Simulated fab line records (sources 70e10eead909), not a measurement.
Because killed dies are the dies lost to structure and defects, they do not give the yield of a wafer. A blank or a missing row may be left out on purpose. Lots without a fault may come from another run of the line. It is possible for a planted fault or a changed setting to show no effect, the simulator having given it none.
Which of the tools did it?    flow nandHarc    11 lots with 33 wafers sampled at 7 steps, on a route of 1302 steps

WHAT EACH GAUGE READ, for each wafer
NHARC_P_GATE_INSPECT_28.
lot   measured      on                rawDefectCount
L262  day 4 21:15   defectInspect-02  3 5 6
L263  day 5 15:26   defectInspect-02  6 3 7
L266  day 6 16:25   defectInspect-01  3 2 8
L267  day 6 20:58   defectInspect-01  8 8 6
L268  day 7 07:49   defectInspect-01  1153 1199 1206
L269  day 8 02:29   defectInspect-01  7 2 10
L271  day 8 18:40   defectInspect-02  1212 1196 1188
L279  day 12 08:52  defectInspect-01  4 6 4
L280  day 12 13:26  defectInspect-01  6 7 3
L281  day 13 02:47  defectInspect-01  7 5 8
L282  day 13 07:47  defectInspect-01  5 9 3

NHARC_P_GATE_INSPECT_68.
lot   measured      on                rawDefectCount
L262  day 5 15:39   defectInspect-01  124 126 102
L263  day 6 09:49   defectInspect-01  148 153 122
L266  day 7 10:43   defectInspect-01  130 121 174
L267  day 7 15:36   defectInspect-02  244 226 235
L268  day 8 02:28   defectInspect-02  1317 1330 1340
L269  day 8 20:56   defectInspect-02  439 440 282
L271  day 9 12:49   defectInspect-02  1344 1326 1324
L279  day 13 03:07  defectInspect-01  165 321 360
L280  day 13 07:40  defectInspect-01  219 243 165
L281  day 13 21:14  defectInspect-02  556 269 353
L282  day 14 02:14  defectInspect-01  107 152 209

NHARC_END_SORT_01.
lot   measured      on         killedAtArray  killedAtOther  killedAtPeriphery  killedDies   killedOpen  killedShort
L268  day 26 20:17  prober-02  70 53 48       0 1 0          80 86 85           150 140 133  2 5 4       3 3 2
L271  day 28 01:58  prober-02  59 31 59       3 4 4          83 81 85           145 116 148  4 0 4       1 3 0

TOOL THAT RAN EACH LOT (tool first, then ch and the chambers of the sampled wafers, then the start)
lot   NHARC_P_GATE_DESCUM_13             NHARC_P_GATE_HM_DEP_102       NHARC_P_GATE_ETCH_32             NHARC_P_GATE_ETCHBACK_37
L262  rieDiel-05 ch 1,2,3, day 4 07:01   aclDep-03 ch 0, day 4 19:53   rieSi-01 ch 0,1,2, day 4 21:47   rieDiel-10 ch 1,2,3, day 5 15:39 or earlier
L263  rieDiel-10 ch 1,3, day 5 01:11     aclDep-01 ch 0, day 5 13:56   rieSi-01 ch 0,2,3, day 5 15:59   rieDiel-05 ch 0,2,3, day 6 09:49 or earlier
L266  rieDiel-10 ch 0,1,2, day 6 02:37   aclDep-01 ch 0, day 6 15:04   rieSi-01 ch 1,2,3, day 6 16:58   rieDiel-05 ch 0,1,3, day 7 10:43 or earlier
L267  rieDiel-05 ch 0,1,3, day 6 07:20   aclDep-02 ch 0, day 6 19:37   rieSi-04 ch 0,1,2, day 6 21:29   rieDiel-08 ch 0,1, day 7 15:36 or earlier
L268  rieDiel-05 ch 0,1,2, day 6 17:24   aclDep-01 ch 0, day 7 06:28   rieSi-04 ch 0,2, day 7 08:20     rieDiel-05 ch 0,1, day 8 02:28 or earlier
L269  rieDiel-08 ch 0,1,3, day 7 11:26   aclDep-03 ch 0, day 8 01:28   rieSi-01 ch 2,3, day 8 03:01     rieDiel-08 ch 1,2, day 8 20:56 or earlier
L271  rieDiel-08 ch 1,2, day 8 04:53     aclDep-01 ch 0, day 8 17:19   rieSi-01 ch 1,2,3, day 8 19:13   rieDiel-10 ch 2,3, day 9 12:49 or earlier
L279  rieDiel-08 ch 0,3, day 11 11:32    aclDep-01 ch 0, day 12 07:29  rieSi-04 ch 1,3, day 12 09:27    rieDiel-10 ch 0,1,2, day 13 03:07 or earlier
L280  rieDiel-10 ch 0,2,3, day 11 19:42  aclDep-01 ch 0, day 12 11:52  rieSi-01 ch 0,1,2, day 12 13:58  rieDiel-08 ch 0,1, day 13 07:40 or earlier
L281  rieDiel-05 ch 0,3, day 12 09:16    aclDep-01 ch 0, day 13 01:34  rieSi-04 ch 1,3, day 13 03:19    rieDiel-05 ch 0,1,2, day 13 21:14 or earlier
L282  rieDiel-08 ch 1,2,3, day 12 17:37  aclDep-01 ch 0, day 13 06:19  rieSi-04 ch 0,1,2, day 13 08:19  rieDiel-05 ch 0,2,3, day 14 02:14 or earlier
- NHARC_P_GATE_DESCUM_13: chemistry O2, time 3 s.
- NHARC_P_GATE_HM_DEP_102: deposits aC, target thk 120 nm.
- NHARC_P_GATE_ETCH_32: etches the open film in HBr/Cl2, target depth 150 nm, time 100.1 s.
- NHARC_P_GATE_ETCHBACK_37: etches the open film in CHF3/O2, target depth 34.5 nm, time 17.2 s.

AS READ BY THE TOOLS THEMSELVES (means over the sampled wafers that have a number; for cases with no such wafer, the mark the record gives instead)
NHARC_P_GATE_DESCUM_13.
lot   tool        drypumpMotorCurrentA (A)  oesProductAu (a.u.)  rfVppV (V)  showerheadPlenumPTorr (Torr)  throttleValvePct (%)
L262  rieDiel-05  5.6                       0.998                59.0        2.05                          11.312
L263  rieDiel-10  5.3                       0.999                57.6        1.98                          11.309
L266  rieDiel-10  5.7                       1.000                57.5        1.92                          11.310
L267  rieDiel-05  5.7                       0.994                57.4        2.01                          11.306
L268  rieDiel-05  5.6                       1.002                58.2        2.01                          11.316
L269  rieDiel-08  5.5                       0.986                57.9        1.92                          11.304
L271  rieDiel-08  5.9                       0.991                58.1        1.98                          11.312
L279  rieDiel-08  5.1                       0.994                58.1        1.89                          11.312
L280  rieDiel-10  5.6                       0.993                58.4        2.00                          11.304
L281  rieDiel-05  6.1                       1.002                57.7        2.00                          11.317
L282  rieDiel-08  5.7                       0.996                57.9        1.96                          11.307

NHARC_P_GATE_HM_DEP_102.
lot   tool       throttleValvePct (%)
L262  aclDep-03  35.002
L263  aclDep-01  35.006
L266  aclDep-01  34.995
L267  aclDep-02  35.006
L268  aclDep-01  35.003
L269  aclDep-03  35.005
L271  aclDep-01  35.004
L279  aclDep-01  34.996
L280  aclDep-01  35.006
L281  aclDep-01  35.005
L282  aclDep-01  34.999

NHARC_P_GATE_ETCH_32.
lot   tool      drypumpMotorCurrentA (A)  oesProductAu (a.u.)  throttleValvePct (%)
L262  rieSi-01  5.8                       1.004                26.395
L263  rieSi-01  5.8                       0.996                26.410
L266  rieSi-01  6.0                       1.000                26.412
L267  rieSi-04  5.7                       1.010                26.407
L268  rieSi-04  5.4                       0.995                26.406
L269  rieSi-01  6.0                       1.001                26.409
L271  rieSi-01  6.0                       1.004                26.410
L279  rieSi-04  6.0                       1.017                26.409
L280  rieSi-01  5.8                       0.999                26.404
L281  rieSi-04  5.6                       1.019                26.398
L282  rieSi-04  5.7                       0.999                26.394

NHARC_P_GATE_ETCHBACK_37.
lot   tool        drypumpMotorCurrentA (A)  oesProductAu (a.u.)  rfVppV (V)  showerheadPlenumPTorr (Torr)  throttleValvePct (%)
L262  rieDiel-10  5.2                       0.92                 371.6       2.47                          20.566
L263  rieDiel-05  5.9                       1.00                 373.3       2.51                          20.580
L266  rieDiel-05  5.7                       1.00                 373.4       2.51                          20.574
L267  rieDiel-08  5.5                       0.93                 369.7       2.37                          20.563
L268  rieDiel-05  5.6                       0.93                 373.2       2.47                          20.577
L269  rieDiel-08  5.9                       0.92                 372.7       2.49                          20.575
L271  rieDiel-10  5.1                       0.93                 373.8       2.57                          20.565
L279  rieDiel-10  5.7                       0.93                 370.7       2.40                          20.570
L280  rieDiel-08  5.4                       0.93                 370.4       2.36                          20.565
L281  rieDiel-05  5.6                       0.93                 373.9       2.52                          20.573
L282  rieDiel-05  5.9                       1.00                 372.4       2.51                          20.575

THE ANSWER, worked out from the rows above alone
Rule: the lots themselves supply what counts as usual. The widest of any qualifying gaps counts: lots, ordered by their means at a reading, are off when they make up no more than a third of the lots, leave a main group of 4 or more, and stand apart from it by 3 or more times the standard deviation of that group's means. A main group whose means are all the same, to the digits that the tables above print for the reading, isn't used. A lot without any number at a reading at which 4 lots or more have one is off too. All remaining lots with rows at the step are treated as sound. Order of review: gauges by route order, followed by the tools' own readings, for which a lot's mean as printed above is used. The first step at which some lot is off is used, and at that step the reading that is off furthest; a lot without a number counts as furthest.
Off: L268, L271 (NHARC_P_GATE_INSPECT_28, rawDefectCount). The main group: mean 5.6, standard deviation 0.95.
If a tool, at a process step before that reading, ran all the lots that are off and no sound lot after the first of them, it fits. Those tools and the gauges at NHARC_P_GATE_INSPECT_28 are tried in the same way. No candidate that was tried fits.

WHAT HAD BEEN PUT IN BY THE SIMULATOR
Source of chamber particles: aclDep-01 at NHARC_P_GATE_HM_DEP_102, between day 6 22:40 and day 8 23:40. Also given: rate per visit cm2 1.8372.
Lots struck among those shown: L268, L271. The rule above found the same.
